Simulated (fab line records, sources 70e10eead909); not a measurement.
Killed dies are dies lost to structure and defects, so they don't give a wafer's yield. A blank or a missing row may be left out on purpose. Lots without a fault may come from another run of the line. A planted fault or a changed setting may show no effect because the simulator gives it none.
Chamber matching | flow nand_harc | NHARC_A_BONDPAD_DESCUM_11 on rie_diel-03: 4 sister chambers
The step chemistry O2, time 3 s. 4 wafers are shown with their chamber, then 8 later ones without.

WAFERS WITH THEIR CHAMBER
wafer  | chamber | drypump_motor_current_A (A)
L189.5 | 2       | 6.1
L190.3 | 1       | 5.6
L190.6 | 3       | 6.3
L193.1 | 0       | 5.5

WAFERS WITHOUT THEIR CHAMBER
wafer  | drypump_motor_current_A (A)
L193.3 | 6.2
L193.5 | 6.3
L203.4 | 5.7
L203.5 | 6.3
L203.6 | 6.2
L202.1 | 6.2
L202.3 | 5.6
L202.4 | 5.5

WHICH CHAMBER EACH WENT THROUGH
wafer  | from the rows above     | in truth
L193.3 | can't be placed: 3 or 2 | 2
L193.5 | 3                       | 3
L203.4 | can't be placed: 1 or 0 | 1
L203.5 | 3                       | 3
L203.6 | can't be placed: 3 or 2 | 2
L202.1 | can't be placed: 3 or 2 | 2
L202.3 | can't be placed: 1 or 0 | 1
L202.4 | can't be placed: 0 or 1 | 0
Placed correctly: 2 of 8. Can't be placed from these rows: 6 (the true chamber is among the candidates in 6). Placed wrongly: 0.
How it was worked out, from the rows above alone: a wafer's distance from a chamber is the root of the sum, over the readings, of the square of ((its reading less the chamber's mean) divided by the reading's scatter). The wafer belongs to the nearest chamber; if the next one is less than 2 further off, it can't be placed. A chamber's mean is the mean of its shown wafers. The scatter: with one shown wafer a chamber, the root of the mean of the squares of how far each hidden wafer lies from its nearest shown one.
